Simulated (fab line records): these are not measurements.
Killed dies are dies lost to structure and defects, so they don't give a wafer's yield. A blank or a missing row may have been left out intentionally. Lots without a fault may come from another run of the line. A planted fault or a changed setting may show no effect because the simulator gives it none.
Comparing a struck lot with a sound one || flow n5Finfet || 16 out of 1938 route steps
Sound: these wafers, L592.2, L592.5, L592.6. Struck: wafer L596.1. (L596.3, L596.4 of the same lot were not struck and are left out.) The cause comes at the end.
At each step with rows: each side's tool, then ch and its chambers, then its first start. Under that, the readings that differ: sound wafers || struck wafers || difference of the means || sigmas: that difference in standard deviations of wafers without a fault.
alike: readings with means less than 2 such deviations apart, plus words and numbers identical on both sides. not compared: withheld readings, readings lacking a value on some wafer, bounds such as >300 that could conceal the same value, and numbers that have no deviation in the record and whose values overlap.
A row with sigmas, a row that says differs or no value, or rows on one side alone: a step with any of these is where the two part. Non-overlapping numbers with no deviation appear without sigmas and do not part them. Lack of a reading on every wafer of one side parts them only where that side has two or more wafers.

first, 4 steps without rows for these wafers: N5_BEOL_M3_SOFTBAKE_23 (time 60 s); N5_BEOL_M3_EXPOSE_25 (exposes mask V2, defocus 5 nm); N5_BEOL_M3_PEB_26 (peb time 60 s); N5_BEOL_M3_DEVELOP_27 (develop time 30 s).
N5_BEOL_M3_CD_MEAS_28: target cd 25.7 nm, target cd y 23.3 nm.
  sound on cdSem-01 ch 0, day 8 11:35; struck on cdSem-01 ch 0, day 9 18:53
  alike: cdNm
N5_BEOL_M3_OVL_MEAS_29:
  sound on overlay-02 ch 0, day 8 11:37; struck on overlay-02 ch 0, day 9 18:55
  alike: V2_OVL
N5_BEOL_M3_INSPECT_30: inspects for defects (brightfield).
  sound: defectInspect-01 at day 8 11:41; struck: defectInspect-02 at day 9 18:58
  alike: rawDefectCount
N5_BEOL_M3_DESCUM_33: chemistry O2, time 7 s.
  sound on rieDiel-06 ch 0,1,2, day 8 11:43; struck on rieDiel-06 ch 3, day 9 19:41
  alike: drypumpMotorCurrentA, oesProductAu, rfVppV, showerheadPlenumPTorr, throttleValvePct
  not compared: rfHoursCounterH
N5_BEOL_M3_ETCH_77: etches underlayer in N2/H2, target depth 6.5 nm, time 5.2 s.
  sound on rieDiel-06 ch 0,1,2, day 8 11:44; struck on rieDiel-06 ch 3, day 9 19:43
  alike: drypumpMotorCurrentA, etchRfOnTimeS, oesProductAu, rfVppV, showerheadPlenumPTorr, throttleValvePct
  not compared: rfHoursCounterH
N5_BEOL_M3_ETCH_69: etches SiARC in CF4, target depth 15.6 nm, time 26 s.
  sound on rieDiel-06 ch 0,1,2, day 8 11:46; struck on rieDiel-06 ch 3, day 9 19:44
  alike: drypumpMotorCurrentA, etchRfOnTimeS, oesProductAu, rfVppV, showerheadPlenumPTorr, throttleValvePct
  not compared: rfHoursCounterH
N5_BEOL_M3_ALD_98: deposits SiO2, target thk 2.5 nm, pulse time 1 s, co reactant pulse time 1 s.
  sound on aldSin-02 ch 0,1, day 8 11:52; struck on aldSin-02 ch 0, day 9 20:02
  alike: heaterPowerW, precursorPulseHeightRel
N5_BEOL_M3_ETCHBACK_99: etches SiO2 in CHF3, target depth 5 nm, time 10.4 s.
  sound on rieDiel-06 ch 0,1,3, day 9 06:44; struck on rieDiel-06 ch 3, day 10 10:28
  alike: drypumpMotorCurrentA, oesProductAu, rfVppV, showerheadPlenumPTorr, throttleValvePct
  not compared: rfHoursCounterH
N5_BEOL_M3_ETCH_70: etches SOC in N2/H2, target depth 80 nm, overetch 16 nm, time 120 s.
  sound on rieDiel-06 ch 0,1,3, day 9 06:47; struck on rieDiel-06 ch 3, day 10 10:30
{"reading": "runLengthS (s)", "sound": "143.5 143.1 143.4", "struck": 186.0, "difference": "+42.7", "sigmas": "+99 or more"}
{"reading": "model.SiARC_of_BEOL_M3_COAT_68.thkNm (nm)", "sound": "6.2 6.6 6.6", "struck": 4.8, "difference": -1.7, "sigmas": ""}
  alike: drypumpMotorCurrentA, oesProductAu, rfVppV, showerheadPlenumPTorr, throttleValvePct
  not compared: rfHoursCounterH
then, 1 step without rows for these wafers: N5_BEOL_M3_STRIP_71 (strips in N2/H2).
N5_BEOL_M4_RC_MEAS_101:
  sound on prober-01 ch 0, day 10 12:01; struck on prober-01 ch 0, day 11 16:29
{"reading": "DIBL_N (mV/V)", "sound": "30.0 34.7 32.4", "struck": 37.5, "difference": "+5.1", "sigmas": "+2"}
  alike: DIBL_P, IOFF_N, IOFF_P, ION_N, ION_P, SS_N, SS_P, VT_N, VT_P
N5_PASSIVATION_PROBE_49:
  sound wafers here have rows in the record (prober-02, day 14 21:07); struck ones have none

## WHERE THEY PART
Earliest at N5_BEOL_M3_ETCH_70; latest, in this record, at N5_PASSIVATION_PROBE_49.

WHY: whatever the simulator had introduced
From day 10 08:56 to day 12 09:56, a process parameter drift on rieDiel-06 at N5_BEOL_M3_ETCH_70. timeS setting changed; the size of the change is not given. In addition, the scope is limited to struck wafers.
